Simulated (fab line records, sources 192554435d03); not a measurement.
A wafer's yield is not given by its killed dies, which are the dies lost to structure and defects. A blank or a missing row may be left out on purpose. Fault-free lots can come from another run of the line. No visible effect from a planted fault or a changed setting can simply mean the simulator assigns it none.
2 desks, one fault | flow n5 finfet | numbers are kept per desk, each desk with only its own; the story behind them comes last

DESK OF THE TOOL OWNER: pecvd-03
The tool's own readings at N5_BEOL_M7_DEP_56 (deposits SiCN from 3MS/NH3, target thk 10 nm, time 17.5 s): means of the sampled wafers that have a number, for each lot that ran on this tool. Marked OUT: a lot whose mean sits more than 4 standard deviations from the usual mean, which makes it out of limits; the brackets give that distance.
Columns: A = showerhead plenum p Torr at N5_BEOL_M7_DEP_56, usual 3.660 Torr; B = throttle valve pct at N5_BEOL_M7_DEP_56, usual 8.8 %
lot  | first seen here | A     | B
L786 | day 9 19:22     | 3.656 | 9.2
L792 | day 11 17:16    | 3.651 | 8.0
L793 | day 12 07:12    | 3.659 | 8.5
L794 | day 12 12:29    | 3.656 | 8.7
L806 | day 16 00:56    | 3.656 | 9.5
Finding of this desk: none of the 5 lots has anything out of limits.

METROLOGY DESK
What the gauges read for every lot (on any tool): the sampled wafers with a number, averaged. Marked OUT: a lot whose mean sits more than 4 standard deviations from the usual mean, which makes it out of limits; the brackets give that distance.
Columns: A = M7_THK at N5_BEOL_M7_THK_MEAS_53, usual 79.1 nm; B = M7_RS at N5_BEOL_M7_RS_MEAS_57, usual 0.285 ohm/sq
lot  | first seen here | A    | B
L786 | day 9 19:17     | 81.7 | 0.273
L792 | day 11 17:12    | 77.3 | 0.292
L793 | day 12 07:08    | 78.5 | 0.286
L794 | day 12 12:26    | 77.6 | 0.291
L799 | day 13 00:50    | 77.7 | 0.289
L803 | day 15 02:28    | 80.0 | 0.282
L806 | day 16 00:53    | 78.1 | 0.286
Finding of this desk: none of the 7 lots has anything out of limits.

TAKEN TOGETHER
The desk of the tool owner found nothing out of limits.
Nothing out of limits was seen by the metrology desk.

WHAT HAD BEEN PUT IN BY THE SIMULATOR
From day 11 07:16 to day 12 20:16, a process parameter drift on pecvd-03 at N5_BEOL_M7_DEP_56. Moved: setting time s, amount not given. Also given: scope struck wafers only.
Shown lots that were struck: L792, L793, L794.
